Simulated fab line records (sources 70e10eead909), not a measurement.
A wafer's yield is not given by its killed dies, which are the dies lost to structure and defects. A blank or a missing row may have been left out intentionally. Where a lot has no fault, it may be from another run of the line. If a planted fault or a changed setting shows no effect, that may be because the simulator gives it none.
Chamber matching || flow nand_harc || 4 sister chambers for NHARC_A_BLC_ALD_23 on ald_metal-04
The step deposits TiN, target thk 3 nm, pulse time 1 s, ald cycles 150. 4 wafers are shown with their chamber, then 7 later ones without.

== WAFERS WITH THEIR CHAMBER ==
{"wafer": "L090.4", "chamber": 0, "heater_power_w (W)": 966}
{"wafer": "L090.6", "chamber": 2, "heater_power_w (W)": 1267}
{"wafer": "L092.1", "chamber": 1, "heater_power_w (W)": 1122}
{"wafer": "L092.3", "chamber": 3, "heater_power_w (W)": 943}

== WAFERS MISSING THEIR CHAMBER ==
{"wafer": "L092.5", "heater_power_w (W)": 976}
{"wafer": "L093.4", "heater_power_w (W)": 950}
{"wafer": "L093.5", "heater_power_w (W)": 1255}
{"wafer": "L093.6", "heater_power_w (W)": 1108}
{"wafer": "L095.1", "heater_power_w (W)": 1127}
{"wafer": "L095.4", "heater_power_w (W)": 938}
{"wafer": "L095.6", "heater_power_w (W)": 1105}

== THE CHAMBER EACH PASSED THROUGH ==
{"wafer": "L092.5", "from the rows above": 0, "in truth": 0}
{"wafer": "L093.4", "from the rows above": "can't be placed: 3 or 0", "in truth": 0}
{"wafer": "L093.5", "from the rows above": 2, "in truth": 2}
{"wafer": "L093.6", "from the rows above": 1, "in truth": 1}
{"wafer": "L095.1", "from the rows above": 1, "in truth": 1}
{"wafer": "L095.4", "from the rows above": 3, "in truth": 3}
{"wafer": "L095.6", "from the rows above": 1, "in truth": 1}
6 of 7 placed correctly. These rows do not allow placing 1 (true chamber among the candidates in 1). 0 placed wrongly.
How it was worked out, from the rows above alone: a wafer's distance from a chamber is the root of the sum, over the readings, of the square of ((its reading less the chamber's mean) divided by the reading's scatter). The wafer belongs to the nearest chamber; if the next one is less than 2 further off, it can't be placed. Each chamber's mean is taken over the wafers shown for it. The scatter (one wafer shown for each chamber): square how far every hidden wafer sits from the nearest shown wafer, average those squares and take the square root.
